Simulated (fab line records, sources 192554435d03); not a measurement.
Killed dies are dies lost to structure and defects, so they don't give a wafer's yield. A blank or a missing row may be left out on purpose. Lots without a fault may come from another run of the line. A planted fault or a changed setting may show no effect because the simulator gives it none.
Chamber matching | flow n5_finfet | N5_GATE_CUT_SAC_CAP_01 on ald_sin-02: 4 sister chambers
The step material SiNx, target thk 24 nm, pulse time 1 s, ald cycles 480. 4 wafers are shown with their chamber, then 12 later ones without.

WAFERS WITH THEIR CHAMBER
wafer  | chamber | heater_power_w (W)
L079.5 | 3       | 882
L084.1 | 0       | 759
L084.3 | 1       | 993
L084.4 | 2       | 990

WAFERS WITHOUT THEIR CHAMBER
wafer  | heater_power_w (W)
L087.2 | 987
L087.4 | 881
L087.6 | 773
L091.1 | 778
L091.3 | 999
L091.4 | 861
L090.1 | 1008
L090.2 | 743
L090.4 | 995
L093.1 | 878
L093.2 | 1026
L093.6 | 1008

WHICH CHAMBER EACH WENT THROUGH
wafer  | from the rows above     | in truth
L087.2 | can't be placed: 2 or 1 | 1
L087.4 | 3                       | 3
L087.6 | 0                       | 0
L091.1 | 0                       | 0
L091.3 | can't be placed: 1 or 2 | 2
L091.4 | 3                       | 3
L090.1 | can't be placed: 1 or 2 | 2
L090.2 | 0                       | 0
L090.4 | can't be placed: 1 or 2 | 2
L093.1 | 3                       | 3
L093.2 | can't be placed: 1 or 2 | 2
L093.6 | can't be placed: 1 or 2 | 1
Placed correctly: 6 of 12. Can't be placed from these rows: 6 (the true chamber is among the candidates in 6). Placed wrongly: 0.
How it was worked out, from the rows above alone: a wafer's distance from a chamber is the root of the sum, over the readings, of the square of ((its reading less the chamber's mean) divided by the reading's scatter). The wafer belongs to the nearest chamber; if the next one is less than 2 further off, it can't be placed. A chamber's mean is the mean of its shown wafers. The scatter: with one shown wafer a chamber, the root of the mean of the squares of how far each hidden wafer lies from its nearest shown one.
